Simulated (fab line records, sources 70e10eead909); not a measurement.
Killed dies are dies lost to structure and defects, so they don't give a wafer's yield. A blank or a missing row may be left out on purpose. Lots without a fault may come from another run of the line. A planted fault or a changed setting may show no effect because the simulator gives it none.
A struck lot beside a sound one | flow nand_harc | 14 steps out of a route of 1302
Sound: wafers L962.2, L962.3, L962.6. Struck: wafers L967.2, L967.6. (L967.5 of the same lot was not struck and is left out.) The cause comes at the end.
At each step with rows: each side's tool, then ch and its chambers, then its first start. Under that, the readings that differ: sound wafers | struck wafers | difference of the means | sigmas: that difference in standard deviations of wafers without a fault.
alike: readings whose means differ by less than 2 such deviations, and words and numbers that are the same on both sides. not compared: withheld readings, readings that some wafer has no value for, bounds like >300 that may hide the same value, and numbers for which the record gives no deviation and whose values overlap.
The two part at a step that has a row with sigmas, a row that says differs or no value, or rows on one side only. Numbers that don't overlap but have no deviation are shown without sigmas and don't part them. A reading that every wafer of one side lacks parts them only if that side has two wafers or more.

first, 1 step without rows for these wafers: NHARC_A_ONON_D1_DEP_12 (target thk 1000 nm).
NHARC_A_ONON_D1_THK_MEAS_14: measures by ellipsometry.
  sound on film_metro-02, day 9 13:58; struck on film_metro-01, day 11 17:20
  alike: thk_nm
then, 2 steps without rows for these wafers: NHARC_A_ONON_D1_ANNEAL_15 (time 3600 s); NHARC_A_ONON_D1_DEP_16 (target thk 1000 nm).
NHARC_A_ONON_D1_THK_MEAS_18: measures by ellipsometry.
  sound on film_metro-02, day 9 22:38; struck on film_metro-01, day 12 02:59
  reading     | sound          | struck  | difference | sigmas
  thk_nm (nm) | 1009 1008 1008 | 985 985 | -23        | -2
then, 1 step without rows for these wafers: NHARC_A_ONON_D1_DEP_19 (target thk 1000 nm).
NHARC_A_ONON_D1_THK_MEAS_21: measures by ellipsometry.
  sound on film_metro-02, day 9 23:12; struck on film_metro-01, day 12 03:34
  alike: thk_nm
then, 1 step without rows for these wafers: NHARC_A_ONON_D1_DEP_22 (target thk 1000 nm).
NHARC_A_ONON_D1_THK_MEAS_24: measures by ellipsometry.
  sound on film_metro-02, day 9 23:46; struck on film_metro-01, day 12 04:08
  reading     | sound          | struck  | difference | sigmas
  thk_nm (nm) | 1005 1006 1007 | 987 988 | -18        | -2
then, 1 step without rows for these wafers: NHARC_A_ONON_D1_DEP_25 (target thk 1000 nm).
NHARC_A_ONON_D1_THK_MEAS_27: measures by ellipsometry.
  sound on film_metro-01, day 10 00:20; struck on film_metro-01, day 12 04:41
  alike: thk_nm
NHARC_A_ONON_D1_DEP_28: target thk 1000 nm.
  sound on pecvd_onon-01 ch 0, day 10 00:26; struck on pecvd_onon-04 ch 0, day 12 04:49
  alike: nh3_flow_sccm
NHARC_A_ONON_D1_THK_MEAS_30: measures by ellipsometry.
  sound on film_metro-01, day 10 00:54; struck on film_metro-01, day 12 05:16
  reading     | sound       | struck    | difference | sigmas
  thk_nm (nm) | 970 972 971 | 1113 1113 | +142       | +12
NHARC_A_ONON_D1_DEP_33: deposits SiO2, target thk 200 nm.
  sound on pecvd-01 ch 0,2, day 10 01:00; struck on pecvd-01 ch 0,1, day 12 05:19
  alike: heater_power_outer_w, heater_power_w, mfc_precursor_sccm, throttle_valve_pct

WHERE THEY PART
First at NHARC_A_ONON_D1_THK_MEAS_18; last, within this record, at NHARC_A_ONON_D1_THK_MEAS_30. Later steps at which nothing parts them and some readings are alike: NHARC_A_ONON_D1_DEP_33.

WHY: what the simulator had put in
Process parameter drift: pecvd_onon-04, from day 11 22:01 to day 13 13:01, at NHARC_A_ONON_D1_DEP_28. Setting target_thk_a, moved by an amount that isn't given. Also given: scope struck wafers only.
